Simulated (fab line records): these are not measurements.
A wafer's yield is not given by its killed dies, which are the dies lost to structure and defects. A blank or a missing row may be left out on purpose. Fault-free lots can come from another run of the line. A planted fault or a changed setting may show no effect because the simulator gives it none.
Chamber matching + flow nand-harc + NHARC_THIN_TSV_DEP_47 on pecvd-04 has 3 sister chambers
The step deposits SiO2, target thk 200 nm. 6 wafers are shown with their chamber, then 7 later ones without.

## WAFERS WITH THEIR CHAMBER
| wafer  | chamber | throttle-valve-pct (%) | rf-fwd-power-W (W) |
|--------|---------|------------------------|--------------------|
| L235.2 | 2       | 16.1                   | 896.1              |
| L239.2 | 1       | 15.9                   | 895.9              |
| L242.4 | 0       | 16.0                   | 898.1              |
| L242.5 | 2       | 16.2                   | 895.4              |
| L241.3 | 1       | 16.1                   | 896.5              |
| L241.5 | 0       | 16.2                   | 891.5              |

## WAFERS WITHOUT THEIR CHAMBER
| wafer  | throttle-valve-pct (%) | rf-fwd-power-W (W) |
|--------|------------------------|--------------------|
| L241.6 | 16.2                   | 899.8              |
| L243.4 | 16.1                   | 900.3              |
| L243.5 | 16.3                   | 895.9              |
| L243.6 | 16.2                   | 893.5              |
| L246.1 | 16.0                   | 901.5              |
| L246.3 | 16.2                   | 897.6              |
| L246.5 | 16.2                   | 900.7              |

## THE CHAMBER EACH PASSED THROUGH
| wafer  | from the rows above          | in truth |
|--------|------------------------------|----------|
| L241.6 | can't be placed: 2 or 0 or 1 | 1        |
| L243.4 | can't be placed: 1 or 2 or 0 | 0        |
| L243.5 | can't be placed: 2 or 0 or 1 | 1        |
| L243.6 | can't be placed: 2 or 0 or 1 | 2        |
| L246.1 | can't be placed: 1 or 2 or 0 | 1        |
| L246.3 | can't be placed: 2 or 0 or 1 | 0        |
| L246.5 | can't be placed: 2 or 0 or 1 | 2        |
Placed correctly: 0 of 7. Cannot be placed on the basis of these rows: 7; the candidates contain the true chamber in 7. 0 placed wrongly.
How it was worked out, from the rows above alone: a wafer's distance from a chamber is the root of the sum, over the readings, of the square of ((its reading less the chamber's mean) divided by the reading's scatter). If the next closest chamber is less than 2 further off than the closest, the wafer can't be placed; otherwise it belongs to the closest. Each chamber's mean is taken over the wafers shown for it. The scatter: the root of (the sum of the squares of (reading less its chamber's mean) over the shown wafers, divided by (wafers less chambers)).
